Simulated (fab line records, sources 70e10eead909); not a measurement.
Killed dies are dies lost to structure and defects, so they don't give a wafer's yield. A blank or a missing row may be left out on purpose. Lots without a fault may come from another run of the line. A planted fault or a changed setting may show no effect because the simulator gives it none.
A struck lot beside a sound one | flow nand_harc | 15 steps out of a route of 1302
Sound: wafers L308.1, L308.2, L308.6. Struck: wafer L311.2. (L311.3, L311.6 of the same lot were not struck and are left out.) The cause comes at the end.
At each step with rows: each side's tool, then ch and its chambers, then its first start. Under that, the readings that differ: sound wafers | struck wafers | difference of the means | sigmas: that difference in standard deviations of wafers without a fault.
alike: readings whose means differ by less than 2 such deviations, and words and numbers that are the same on both sides. not compared: withheld readings, readings that some wafer has no value for, bounds like >300 that may hide the same value, and numbers for which the record gives no deviation and whose values overlap.
The two part at a step that has a row with sigmas, a row that says differs or no value, or rows on one side only. Numbers that don't overlap but have no deviation are shown without sigmas and don't part them. A reading that every wafer of one side lacks parts them only if that side has two wafers or more.

NHARC_A_DECK1_JOINT_ETCHBACK_07: etches the open film in HBr, target depth 105 nm, time 26.9 s.
  sound on rie_si-04 ch 0,1,3, day 11 17:10; struck on rie_si-03 ch 0, day 13 00:09
  alike: drypump_motor_current_A, oes_product_au, run_length_s, throttle_valve_pct
  not compared: rf_hours_counter_h
then, 8 steps without rows for these wafers: NHARC_A_DECK1_JOINT_ETCH_25 (etches SiO2 in dHF, target depth 0.5 nm); NHARC_A_DECK1_JOINT_ETCH_19 (etches poly-Si in TMAH, target depth 3 nm); NHARC_A_DECK1_JOINT_ETCH_18 (etches SiO2 in dHF, target depth 3 nm); NHARC_A_DECK1_JOINT_WET_08 (chemistry H3PO4, time 86 s); NHARC_A_DECK1_JOINT_ETCH_09 (etches SiO2 in dHF, target depth 5 nm); NHARC_A_DECK1_JOINT_WET_10 (chemistry H3PO4, time 86 s); NHARC_A_DECK1_JOINT_ETCH_11 (etches SiO2 in dHF, target depth 35 nm); NHARC_A_DECK1_JOINT_CVD_12 (deposits poly-Si, target thk 90 nm, time 1800 s).
NHARC_A_DECK1_JOINT_CMP_13: polishes, target thk 51.023 nm.
  sound on cmp-03 ch 0,2,3, day 12 03:18; struck on cmp-04 ch 2, day 13 10:33
  alike: motor_current_A, time_to_endpoint_s
NHARC_A_DECK1_JOINT_THK_MEAS_14: measures by ellipsometry.
  sound on film_metro-01, day 12 03:32; struck on film_metro-02, day 13 10:49
  alike: thk_nm
then, 1 step without rows for these wafers: NHARC_A_DECK1_JOINT_SRD_04.
NHARC_A_DECK1_JOINT_ETCHBACK_00: etches the open film in HBr, target depth 30 nm, time 17.4 s.
  sound on rie_si-01 ch 0,1,2, day 12 03:40; struck on rie_si-04 ch 0, day 13 10:56
  reading          | sound          | struck | difference | sigmas
  run_length_s (s) | 39.7 38.8 39.1 | 28.2   | -11.0      | -24
  alike: drypump_motor_current_A, oes_product_au, throttle_valve_pct
  not compared: rf_hours_counter_h
then, 2 steps without rows for these wafers: NHARC_A_DECK1_JOINT_PRECLEAN_30 (cleans in SC1); NHARC_END_SORT_01.

WHERE THEY PART
Only at NHARC_A_DECK1_JOINT_ETCHBACK_00, within this record.

WHY: what the simulator had put in
Process parameter drift: rie_si-04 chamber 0, from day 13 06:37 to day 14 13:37, at NHARC_A_DECK1_JOINT_ETCHBACK_00. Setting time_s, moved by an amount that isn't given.
